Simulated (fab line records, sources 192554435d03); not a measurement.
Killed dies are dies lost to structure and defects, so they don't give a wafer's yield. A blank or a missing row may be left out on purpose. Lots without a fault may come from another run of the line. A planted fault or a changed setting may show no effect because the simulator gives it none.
Which tool did it? | flow n5_finfet | 24 lots, 72 wafers sampled, at 5 steps of a route of 1938

WHAT THE GAUGES READ, wafer by wafer
N5_MOL_CONTACT_COAG_CD_MEAS_40: target cd 25.1 nm.
lot  | measured     | on        | cd_nm (nm)
L075 | day 5 21:21  | cd_sem-03 | 25.42 25.60 25.15
L074 | day 5 21:32  | cd_sem-02 | 25.32 25.34 24.91
L076 | day 5 22:14  | cd_sem-01 | 25.26 25.19 25.19
L078 | day 6 00:56  | cd_sem-02 | 24.77 25.04 25.02
L077 | day 6 07:19  | cd_sem-03 | 25.21 25.03 25.28
L080 | day 6 17:23  | cd_sem-03 | 24.83 24.87 24.60
L079 | day 6 18:49  | cd_sem-02 | 25.43 25.41 25.24
L081 | day 6 20:08  | cd_sem-01 | 25.00 25.10 25.32
L082 | day 7 05:59  | cd_sem-02 | 25.03 25.18 25.08
L083 | day 7 09:36  | cd_sem-03 | 24.94 25.22 25.50
L084 | day 7 15:04  | cd_sem-02 | 24.94 25.23 25.24
L085 | day 7 23:58  | cd_sem-02 | 25.42 25.28 24.99
L086 | day 8 06:19  | cd_sem-01 | 24.89 25.33 25.05
L087 | day 8 09:09  | cd_sem-02 | 25.46 25.36 25.23
L088 | day 8 22:22  | cd_sem-02 | 24.57 25.19 25.14
L089 | day 9 01:45  | cd_sem-02 | 25.35 25.44 25.28
L090 | day 9 07:35  | cd_sem-01 | 25.30 24.62 24.97
L091 | day 9 08:04  | cd_sem-01 | 25.54 25.26 25.05
L092 | day 9 16:17  | cd_sem-03 | 25.30 24.69 25.47
L093 | day 9 23:23  | cd_sem-03 | 25.44 25.32 25.38
L094 | day 10 04:24 | cd_sem-01 | 25.33 24.88 25.18
L095 | day 10 09:40 | cd_sem-01 | 25.16 24.78 25.35
L096 | day 10 18:42 | cd_sem-02 | 24.99 25.06 25.04
L097 | day 10 21:45 | cd_sem-03 | 25.27 25.31 24.97

N5_MOL_CONTACT_COAG_THK_MEAS_53.
lot  | measured     | on            | VIA_MOL_THK (nm)
L075 | day 5 23:07  | film_metro-01 | 42.7 43.9 43.6
L074 | day 5 23:16  | film_metro-02 | 43.2 45.1 43.6
L076 | day 6 00:11  | film_metro-02 | 43.9 44.7 44.8
L078 | day 6 03:13  | film_metro-01 | 43.2 43.5 43.8
L077 | day 6 09:01  | film_metro-01 | 43.0 44.6 43.8
L080 | day 6 19:06  | film_metro-02 | 42.4 44.7 43.5
L079 | day 6 20:37  | film_metro-01 | 42.9 43.6 43.9
L081 | day 6 22:35  | film_metro-02 | 43.8 44.7 44.5
L082 | day 7 07:51  | film_metro-01 | 43.3 43.1 44.0
L083 | day 7 11:23  | film_metro-02 | 43.9 43.7 44.1
L084 | day 7 17:05  | film_metro-01 | 44.0 43.6 44.9
L085 | day 8 01:39  | film_metro-01 | 43.5 43.5 44.5
L086 | day 8 08:02  | film_metro-01 | 44.8 45.0 43.1
L087 | day 8 11:20  | film_metro-01 | 43.2 43.7 44.2
L088 | day 9 00:44  | film_metro-02 | 44.3 45.0 44.1
L089 | day 9 04:01  | film_metro-01 | 43.1 43.6 43.1
L090 | day 9 09:17  | film_metro-02 | 43.2 43.8 44.3
L091 | day 9 09:44  | film_metro-01 | 43.4 44.2 44.2
L092 | day 9 17:59  | film_metro-02 | 43.4 43.3 43.7
L093 | day 10 01:33 | film_metro-01 | 43.7 43.5 44.4
L094 | day 10 06:06 | film_metro-02 | 44.6 45.3 43.9
L095 | day 10 11:24 | film_metro-01 | 43.2 44.2 45.0
L096 | day 10 20:43 | film_metro-01 | 44.3 44.2 44.9
L097 | day 10 23:36 | film_metro-02 | 43.2 43.9 44.7

N5_BEOL_M0_SAQP_OVL_MEAS_15.
lot  | measured     | on         | M0_CORE_OVL (nm)
L075 | day 6 06:04  | overlay-02 | 0.1 0.0 -1.0
L074 | day 6 07:08  | overlay-02 | -0.3 0.0 0.9
L076 | day 6 07:17  | overlay-01 | 0.8 -0.4 -1.0
L078 | day 6 12:02  | overlay-01 | 0.5 0.4 0.5
L077 | day 6 13:12  | overlay-02 | 0.4 -1.3 -0.4
L080 | day 6 23:40  | overlay-02 | -0.8 -0.4 -0.1
L079 | day 7 02:43  | overlay-02 | 0.5 0.4 0.9
L081 | day 7 06:13  | overlay-02 | 1.7 1.0 1.4
L082 | day 7 12:41  | overlay-02 | 0.7 0.9 0.5
L083 | day 7 15:49  | overlay-01 | 0.5 0.2 -0.5
L084 | day 7 22:18  | overlay-02 | 0.0 -0.1 0.0
L085 | day 8 06:20  | overlay-01 | 0.1 -0.8 -0.7
L086 | day 8 13:32  | overlay-01 | 0.8 1.5 0.9
L087 | day 8 15:31  | overlay-01 | -0.1 0.9 -0.7
L088 | day 9 05:16  | overlay-01 | 0.1 0.7 0.1
L089 | day 9 09:33  | overlay-02 | 0.4 0.5 -0.3
L090 | day 9 13:35  | overlay-01 | -0.8 0.7 -0.2
L091 | day 9 16:39  | overlay-02 | 1.3 0.3 1.7
L092 | day 9 22:18  | overlay-02 | 0.5 0.7 -0.8
L093 | day 10 05:52 | overlay-02 | 0.7 0.9 1.5
L094 | day 10 10:46 | overlay-02 | 0.0 -0.1 1.1
L095 | day 10 17:10 | overlay-01 | 0.8 -0.3 -0.1
L096 | day 11 03:59 | overlay-01 | -0.3 -0.3 -0.4
L097 | day 11 04:23 | overlay-02 | -0.1 -0.8 -0.2

WHICH TOOL RAN EACH LOT (tool, then ch and the chambers of the sampled wafers, then the start)
lot  | N5_MOL_CONTACT_COAG_ETCH_48        | N5_BEOL_M0_SAQP_HM_DEP_111
L075 | rie_diel-05 ch 2,3, day 5 22:01    | pecvd-02 ch 0,1, day 6 05:43
L074 | rie_diel-03 ch 1,3, day 5 22:13    | pecvd-02 ch 0,1,2, day 6 06:39
L076 | rie_diel-05 ch 0,3, day 5 23:05    | pecvd-04 ch 1,2, day 6 06:39
L078 | rie_diel-03 ch 2,3, day 6 02:07    | pecvd-04 ch 0,1, day 6 11:41
L077 | rie_diel-03 ch 0,1,2, day 6 07:58  | pecvd-01 ch 0,1,2, day 6 12:53
L080 | rie_diel-01 ch 1,2, day 6 18:03    | pecvd-04 ch 0,1, day 6 23:11
L079 | rie_diel-03 ch 2,3, day 6 19:35    | pecvd-02 ch 0,1, day 7 02:14
L081 | rie_diel-03 ch 0,1,2, day 6 21:33  | pecvd-04 ch 0,1,2, day 7 05:52
L082 | rie_diel-01 ch 0,1,3, day 7 06:49  | pecvd-02 ch 0,2, day 7 12:12
L083 | rie_diel-03 ch 0,1,2, day 7 10:20  | pecvd-02 ch 0,1,2, day 7 15:28
L084 | rie_diel-01 ch 1,2,3, day 7 15:44  | pecvd-02 ch 0,1, day 7 21:49
L085 | rie_diel-03 ch 0,1, day 8 00:37    | pecvd-01 ch 0,2, day 8 05:51
L086 | rie_diel-03 ch 2,3, day 8 06:59    | pecvd-04 ch 0,1,2, day 8 13:04
L087 | rie_diel-03 ch 0,2,3, day 8 10:18  | pecvd-04 ch 0,1,2, day 8 15:10
L088 | rie_diel-05 ch 1,3, day 8 23:42    | pecvd-04 ch 0,1,2, day 9 04:47
L089 | rie_diel-05 ch 2,3, day 9 02:56    | pecvd-04 ch 0,1, day 9 09:12
L090 | rie_diel-01 ch 0,3, day 9 08:15    | pecvd-02 ch 1,2, day 9 13:07
L091 | rie_diel-05 ch 0,1,3, day 9 08:43  | pecvd-01 ch 0,2, day 9 16:18
L092 | rie_diel-01 ch 1,2,3, day 9 16:57  | pecvd-04 ch 0,1,2, day 9 21:57
L093 | rie_diel-03 ch 1,2,3, day 10 00:31 | pecvd-02 ch 0,2, day 10 05:23
L094 | rie_diel-03 ch 0,2,3, day 10 05:04 | pecvd-01 ch 1,2, day 10 10:18
L095 | rie_diel-05 ch 0,3, day 10 10:19   | pecvd-01 ch 0,2, day 10 16:49
L096 | rie_diel-05 ch 1,3, day 10 19:41   | pecvd-02 ch 0,1, day 11 03:31
L097 | rie_diel-05 ch 2,3, day 10 22:34   | pecvd-01 ch 0,1,2, day 11 03:55
- N5_MOL_CONTACT_COAG_ETCH_48: etches SiOC in C4F6/O2, target depth 15 nm, overetch 4.5 nm, time 17 s.
- N5_BEOL_M0_SAQP_HM_DEP_111: deposits SiO2 from SiH4/N2O, target thk 12 nm, time 7.2 s.

WHAT THE TOOLS THEMSELVES READ (means of the sampled wafers that have a number; where no wafer has one, the mark that the record gives instead)
N5_MOL_CONTACT_COAG_ETCH_48.
lot  | tool        | bias_w (W) | drypump_motor_current_A (A) | oes_f_703_au (a.u.) | oes_product_au (a.u.) | rf_vpp_V (V) | showerhead_plenum_p_Torr (Torr) | throttle_valve_pct (%)
L075 | rie_diel-05 | 465.0      | 5.6                         | 0.72                | 0.58                  | 1583         | 2.85                            | 40.4
L074 | rie_diel-03 | 464.4      | 5.9                         | 0.77                | 0.66                  | 1604         | 2.92                            | 40.9
L076 | rie_diel-05 | 465.2      | 5.5                         | 0.74                | 0.61                  | 1572         | 2.85                            | 40.6
L078 | rie_diel-03 | 466.8      | 6.3                         | 0.83                | 0.71                  | 1571         | 2.92                            | 41.0
L077 | rie_diel-03 | 465.5      | 6.4                         | 0.88                | 0.71                  | 1561         | 2.86                            | 40.7
L080 | rie_diel-01 | 464.6      | 6.1                         | 0.82                | 0.70                  | 1576         | 2.83                            | 40.4
L079 | rie_diel-03 | 465.2      | 6.4                         | 0.82                | 0.67                  | 1572         | 2.92                            | 41.0
L081 | rie_diel-03 | 464.8      | 6.4                         | 0.88                | 0.75                  | 1561         | 2.86                            | 40.7
L082 | rie_diel-01 | 464.4      | 5.9                         | 0.81                | 0.67                  | 1556         | 2.70                            | 40.3
L083 | rie_diel-03 | 465.7      | 6.4                         | 0.87                | 0.72                  | 1560         | 2.85                            | 40.7
L084 | rie_diel-01 | 465.1      | 5.7                         | 0.79                | 0.65                  | 1583         | 2.77                            | 40.2
L085 | rie_diel-03 | 465.9      | 6.3                         | 0.86                | 0.74                  | 1564         | 2.85                            | 40.4
L086 | rie_diel-03 | 464.3      | 6.3                         | 0.81                | 0.68                  | 1571         | 2.91                            | 41.0
L087 | rie_diel-03 | 465.7      | 6.1                         | 0.79                | 0.69                  | 1584         | 2.86                            | 41.0
L088 | rie_diel-05 | 466.4      | 6.0                         | 0.91                | 0.77                  | 1579         | 2.79                            | 40.2
L089 | rie_diel-05 | 464.9      | 5.6                         | 0.89                | 0.68                  | 1583         | 2.84                            | 40.3
L090 | rie_diel-01 | 464.0      | 5.9                         | 0.76                | 0.63                  | 1552         | 2.69                            | 40.4
L091 | rie_diel-05 | 463.9      | 5.7                         | 0.88                | 0.75                  | 1570         | 2.83                            | 40.5
L092 | rie_diel-01 | 464.6      | 5.7                         | 0.77                | 0.65                  | 1584         | 2.77                            | 40.2
L093 | rie_diel-03 | 464.8      | 6.3                         | 0.80                | 0.61                  | 1575         | 2.90                            | 40.8
L094 | rie_diel-03 | 465.6      | 6.1                         | 0.78                | 0.67                  | 1585         | 2.86                            | 41.1
L095 | rie_diel-05 | 466.2      | 5.4                         | 0.85                | 0.69                  | 1563         | 2.87                            | 40.8
L096 | rie_diel-05 | 465.8      | 5.7                         | 0.90                | 0.75                  | 1578         | 2.79                            | 40.3
L097 | rie_diel-05 | 464.8      | 5.5                         | 0.86                | 0.70                  | 1583         | 2.84                            | 40.3

N5_BEOL_M0_SAQP_HM_DEP_111.
lot  | tool     | heater_power_w (W) | showerhead_plenum_p_Torr (Torr)
L075 | pecvd-02 | 757                | 8.18
L074 | pecvd-02 | 764                | 8.17
L076 | pecvd-04 | 879                | 8.34
L078 | pecvd-04 | 988                | 8.19
L077 | pecvd-01 | 804                | 8.10
L080 | pecvd-04 | 1021               | 8.19
L079 | pecvd-02 | 806                | 8.03
L081 | pecvd-04 | 893                | 8.21
L082 | pecvd-02 | 774                | 8.16
L083 | pecvd-02 | 765                | 8.19
L084 | pecvd-02 | 748                | 8.20
L085 | pecvd-01 | 785                | 8.08
L086 | pecvd-04 | 864                | 8.21
L087 | pecvd-04 | 868                | 8.23
L088 | pecvd-04 | 889                | 8.22
L089 | pecvd-04 | 988                | 8.20
L090 | pecvd-02 | 820                | 8.35
L091 | pecvd-01 | 753                | 8.06
L092 | pecvd-04 | 919                | 8.23
L093 | pecvd-02 | 811                | 8.00
L094 | pecvd-01 | 790                | 8.11
L095 | pecvd-01 | 708                | 8.05
L096 | pecvd-02 | 837                | 8.20
L097 | pecvd-01 | 772                | 8.10

THE ANSWER, worked out from the rows above alone
Rule: what is usual is taken from the lots themselves. Put in order of their means at a reading, lots are off if they are a third of the lots or fewer, leave a main group of 4 or more, and stand apart from it by a gap of 3 or more times the standard deviation of the main group's means; of several such gaps the widest counts. A main group whose means are all the same, to the digits that the tables above print for the reading, isn't used. A lot without any number at a reading at which 4 lots or more have one is off too. The other lots that the step has rows for count as sound. The gauges are gone through in route order, then the tools' own readings, and for those a lot's mean is taken as printed above. The first step at which some lot is off is used, and at that step the reading that is off furthest; a lot without a number counts as furthest.
No lot is off at any reading shown: from this, nothing can be told.

WHAT THE SIMULATOR HAD PUT IN
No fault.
